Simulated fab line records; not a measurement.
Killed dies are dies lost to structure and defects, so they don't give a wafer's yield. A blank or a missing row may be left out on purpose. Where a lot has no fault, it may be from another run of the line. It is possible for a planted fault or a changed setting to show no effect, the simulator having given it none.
The same fault as seen by 2 desks -- flow n5Finfet -- each desk holds nothing but its own numbers, with what lay behind them at the end

## TOOL OWNER'S DESK, cvdCo-01
The tool's own readings at N5_BEOL_M10_CVD_75 (deposits Co from CCTBA/H2, target thk 2 nm, time 138.9 s): means of the sampled wafers that have a number, for each lot that ran on this tool. Any lot whose mean is over 4 standard deviations away from the usual mean is out of limits and marked OUT; that distance is given in the brackets.
Columns: A = runLengthS at N5_BEOL_M10_CVD_75, usual 162.0 s
lot,first seen here,A
L535,day 10 08:37,162.0
L539,day 11 17:17,162.2
L541,day 12 01:36,194.4 (+88) OUT
L544,day 13 05:59,194.2 (+87) OUT
L554,day 15 12:31,162.1
L555,day 15 21:26,162.5
L557,day 16 12:08,162.3
This desk finds L541, L544 out of limits, L541 being first, at day 12 01:36 (runLengthS at N5_BEOL_M10_CVD_75). L535, L539, L554, L555, L557 stayed within limits.

## THE DEFECT DESK
Inspection counts along the route, by lot: the mean over sampled wafers that carry a number. Any lot whose mean is over 4 standard deviations away from the usual mean is out of limits and marked OUT; that distance is given in the brackets.
Columns: A = rawDefectCount at N5_BEOL_M10_INSPECT_58, usual 75
lot,first seen here,A
L535,day 10 11:44,70
L536,day 10 23:20,58
L537,day 11 09:42,75
L539,day 11 18:38,69
L541,day 12 02:42,111
L544,day 13 07:07,50
L551,day 14 13:14,88
L554,day 15 13:40,47
L555,day 15 22:37,99
L556,day 16 02:13,81
L557,day 16 13:24,108
This desk found nothing out of limits on any of the 11 lots.

## TAKEN TOGETHER
An alarm could have come from the tool owner's desk at day 12 01:36, on L541, L544.
Nothing out of limits was seen by the defect desk.
The defect desk has L541, L544 on record, within its limits.
On cvdCo-01, each named lot ran N5_BEOL_M10_CVD_75.

## WHAT HAD BEEN PUT IN BY THE SIMULATOR
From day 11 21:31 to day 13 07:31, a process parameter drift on cvdCo-01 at N5_BEOL_M10_CVD_75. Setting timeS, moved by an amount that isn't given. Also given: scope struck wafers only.
Shown lots that were struck: L541, L544.
Time in hours from fault onset to the first out-of-limits reading at each desk: the tool owner's desk, 4.
